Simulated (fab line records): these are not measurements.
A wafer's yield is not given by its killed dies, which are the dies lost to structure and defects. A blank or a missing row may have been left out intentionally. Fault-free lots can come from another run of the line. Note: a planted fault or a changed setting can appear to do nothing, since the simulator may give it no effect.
Code-filled problem report in 8D (eight disciplines) form -- flow nandHarc -- the parts of the form that need people (team, actions taken, sign-off) are left out

## 1. WHAT WENT WRONG
rawDefectCount at NHARC_P_GATE_INSPECT_68 reads a mean of 1110 on 2 wafers of 2 lots; wafers without a fault read 191 with a standard deviation of 69. That is +13 standard deviations from the usual mean.
Seen first at day 11 23:19 on defectInspect-02, wafer L763.4. The record has a number at this step for 33 wafers belonging to 11 lots. The rule behind "out" and "out of limits": a value lying over 4 standard deviations away from the usual mean. The rest of the wafers with a number are treated as sound.

## 2. WHAT IT IS, WHAT IT ISN'T
question,is,is not
which readings at this step,rawDefectCount,-
which lots,"L763, L764","L748, L752, L753, L756, L759, L761, L767, L768, L771"
which wafers of those lots,"L763.4, L764.1","L763.2, L763.6, L764.3, L764.6"
read on which gauges,"defectInspect-01, defectInspect-02",-
when,from day 11 23:19,"up to then (20 sound wafers); but 11 sound wafers of L764, L767, L768, L771 came after"

## 3. SUSPECTS, AND WHAT RULES EACH OUT
Counting: if a tool at a process step up to the reading ran every lot that is out, it stays a suspect. Sound lots after the first of them don't rule it out here, since some wafers of a struck lot are sound.
- the gauge at NHARC_P_GATE_INSPECT_68 is ruled out. 2 gauges (defectInspect-01, defectInspect-02) read the wafers that are out.
- rieDiel-04 at NHARC_P_GATE_ETCHBACK_37 (etches the open film in CHF3/O2, target depth 34.5 nm, time 17.2 s): kept. Ran every lot that is out, first one L763 (day 11 15:49); last sound lot up to then L752 (day 7 06:32).
- rieDiel-09 at NHARC_P_GATE_DESCUM_48 (chemistry O2, time 3 s): kept. Ran every lot that is out, first one L763 (day 11 17:01); last sound lot up to then L753 (day 7 21:46).
- plasmaAsher-01 at NHARC_P_GATE_STRIP_76 (strips in O2): kept. Ran every lot that is out, first one L763 (day 11 19:26); last sound lot up to then L761 (day 11 16:12).
- rtpAnneal-01 at NHARC_P_GATE_RTA_64 (time 1 s): kept. Ran every lot that is out, first one L763 (day 11 22:04); last sound lot up to then L761 (day 11 19:03).
- At NHARC_P_GATE_ETCHBACK_37, inside rieDiel-04: chamber 3 took the wafers that are out, while their sound lot-mates went through chambers 0, 1.
Left after counting: rieDiel-04 at NHARC_P_GATE_ETCHBACK_37, rieDiel-09 at NHARC_P_GATE_DESCUM_48, plasmaAsher-01 at NHARC_P_GATE_STRIP_76, rtpAnneal-01 at NHARC_P_GATE_RTA_64.

## 4. THE CAUSE (what the simulator had put in)
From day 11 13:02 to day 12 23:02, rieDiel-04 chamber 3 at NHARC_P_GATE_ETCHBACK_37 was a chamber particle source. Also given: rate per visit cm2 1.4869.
This tool is one of the 4 suspects left after counting.

## 5. SEQUENCE OF EFFECTS, ordered by route
One row per reading whose mean, taken over the struck wafers that have a number, lies over 3 standard deviations from the usual. Scope: only readings with a usual standard deviation given in the record; hours: median across lots of the time from each lot's start at the first step in this table that gives one to its start at this step; sigmas: change in usual standard deviations.
hours,step,reading,usual,on struck wafers,change,sigmas
0,NHARC_P_GATE_INSPECT_68,rawDefectCount,191,1110,+919,+13
443,NHARC_END_SORT_01,killedAtPeriphery,4.2,100.0,+95.8,+33
443,NHARC_END_SORT_01,killedDies,62,157,+95,+4.5

## 6. HOW IT WOULD HAVE BEEN CAUGHT EARLIER
The first out-of-limits reading at a measuring or inspecting step in this record came at day 11 23:19, 10 hours after the fault's start at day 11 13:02.
An alarm limit of 4 standard deviations would not have fired on the tool readings at NHARC_P_GATE_ETCHBACK_37 for which the record gives a usual standard deviation, since none of them was out on any struck wafer.
Of the lots that are out (2), L764 began NHARC_P_GATE_ETCHBACK_37 on rieDiel-04 after day 11 23:19. A tool hold placed at that time would have kept it from harm.
